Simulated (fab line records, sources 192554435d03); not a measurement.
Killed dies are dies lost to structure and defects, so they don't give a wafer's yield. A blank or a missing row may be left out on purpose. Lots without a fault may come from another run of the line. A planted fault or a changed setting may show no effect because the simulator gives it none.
A struck lot beside a sound one | flow n5_finfet | 14 steps out of a route of 1938
Sound: wafers L114.1, L114.3, L114.4. Struck: wafers L104.1, L104.3, L104.6. The cause comes at the end.
At each step with rows: each side's tool, then ch and its chambers, then its first start. Under that, the readings that differ: sound wafers | struck wafers | difference of the means | sigmas: that difference in standard deviations of wafers without a fault.
alike: readings whose means differ by less than 2 such deviations, and words and numbers that are the same on both sides. not compared: withheld readings, readings that some wafer has no value for, bounds like >300 that may hide the same value, and numbers for which the record gives no deviation and whose values overlap.
The two part at a step that has a row with sigmas, a row that says differs or no value, or rows on one side only. Numbers that don't overlap but have no deviation are shown without sigmas and don't part them. A reading that every wafer of one side lacks parts them only if that side has two wafers or more.

first, 1 step without rows for these wafers: N5_BEOL_M7_STRIP_68 (strips in N2/H2).
N5_BEOL_M7_STRIP_67: strips in CF4.
  sound on rie_diel-05 ch 0,1,2, day 13 19:37; struck on rie_diel-05 ch 0,2,3, day 11 21:51
  alike: drypump_motor_current_A, oes_product_au, rf_vpp_V, showerhead_plenum_p_Torr, throttle_valve_pct
  not compared: rf_hours_counter_h
N5_BEOL_M7_HM_OPEN_17: chemistry Cl2/BCl3, target TiN, target depth 20 nm, overetch 6 nm.
  sound on rie_metal-02 ch 0,1, day 13 19:39; struck on rie_metal-02 ch 0,1, day 11 21:53
  alike: drypump_motor_current_A, oes_ar_750_au, oes_product_au, rf_fwd_power_W, throttle_valve_pct
  not compared: rf_hours_counter_h
N5_BEOL_M7_STRIP_19: strips in O2.
  sound on rie_diel-03 ch 0,1,2, day 13 19:56; struck on rie_diel-03 ch 0,1,2, day 11 22:01
  alike: drypump_motor_current_A, oes_product_au, rf_vpp_V, showerhead_plenum_p_Torr, throttle_valve_pct
  not compared: rf_hours_counter_h
N5_BEOL_M7_CD_MEAS_18: pitch 80 nm, target cd 40 nm.
  sound on cd_sem-02, day 13 20:00; struck on cd_sem-03, day 11 22:05
  reading    | sound          | struck         | difference | sigmas
  cd_nm (nm) | 40.6 40.5 40.1 | 39.6 39.3 39.4 | -1.0       | -2
then, 7 steps without rows for these wafers: N5_BEOL_M7_COAT_63 (time 60 s, resist thk 60 nm); N5_BEOL_M7_COAT_64 (time 60 s, resist thk 12 nm); N5_BEOL_M7_COAT_71 (time 60 s, resist thk 5 nm); N5_BEOL_M7_COAT_22 (resist thk 30 nm); N5_BEOL_M7_EBR_24; N5_BEOL_M7_SOFTBAKE_23 (time 60 s); N5_BEOL_M7_EXPOSE_25 (exposes mask V6, target cd 40 nm).
N5_BEOL_M7_PEB_26: peb time 60 s.
  sound on litho_track-04 ch 0, day 13 21:25; struck on litho_track-04, day 11 23:34
  no value came back on the struck wafers for chill_plate_temp_C (C), exhaust_pa (Pa); on the sound wafers chill_plate_temp_C (C) reads 22.91 23.08 23.00
then, 1 step without rows for these wafers: N5_BEOL_M7_DEVELOP_27 (develop time 30 s).

WHERE THEY PART
First at N5_BEOL_M7_CD_MEAS_18; last, within this record, at N5_BEOL_M7_PEB_26.

WHY: what the simulator had put in
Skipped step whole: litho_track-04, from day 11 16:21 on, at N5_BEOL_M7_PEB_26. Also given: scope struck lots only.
